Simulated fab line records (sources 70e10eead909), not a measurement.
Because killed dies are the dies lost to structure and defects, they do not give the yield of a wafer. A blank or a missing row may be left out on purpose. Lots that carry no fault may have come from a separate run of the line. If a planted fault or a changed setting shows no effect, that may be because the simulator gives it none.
Matching of chambers | flow nand-harc | NHARC_A_STAIRCASE_DESCUM_291 on rie-diel-01: 4 sister chambers
The step chemistry O2, time 3 s. 8 wafers are shown with their chamber, then 7 later ones without.

EACH WAFER AND ITS CHAMBER
wafer  | chamber | drypump-motor-current-A (A) | showerhead-plenum-p-Torr (Torr)
L083.1 | 3       | 5.0                         | 1.78
L083.2 | 0       | 5.6                         | 1.83
L083.5 | 2       | 5.4                         | 1.81
L089.2 | 1       | 6.0                         | 1.99
L089.4 | 2       | 5.4                         | 1.80
L089.5 | 0       | 5.5                         | 1.83
L093.1 | 1       | 6.0                         | 1.99
L093.4 | 3       | 5.0                         | 2.07

WAFERS WHOSE CHAMBER IS MISSING
wafer  | drypump-motor-current-A (A) | showerhead-plenum-p-Torr (Torr)
L093.5 | 5.6                         | 1.83
L091.1 | 5.0                         | 2.07
L091.2 | 5.6                         | 1.83
L091.3 | 5.4                         | 1.80
L095.2 | 5.0                         | 2.07
L095.5 | 5.9                         | 1.98
L095.6 | 5.0                         | 2.07

CHAMBER TAKEN BY EACH
wafer  | from the rows above | in truth
L093.5 | 0                   | 0
L091.1 | 3                   | 3
L091.2 | 0                   | 0
L091.3 | 2                   | 2
L095.2 | 3                   | 3
L095.5 | 1                   | 1
L095.6 | 3                   | 3
Correctly placed: 7 of 7. Number that these rows cannot place: 0. 0 placed wrongly.
How it was worked out, from the rows above alone: a wafer's distance from a chamber is the root of the sum, over the readings, of the square of ((its reading less the chamber's mean) divided by the reading's scatter). If the next closest chamber is less than 2 further off than the closest, the wafer can't be placed; otherwise it belongs to the closest. A chamber's mean is the mean of its shown wafers. The scatter: take each reading less its chamber's mean, square it, sum over the shown wafers, divide by the number of wafers less the number of chambers, and take the root.
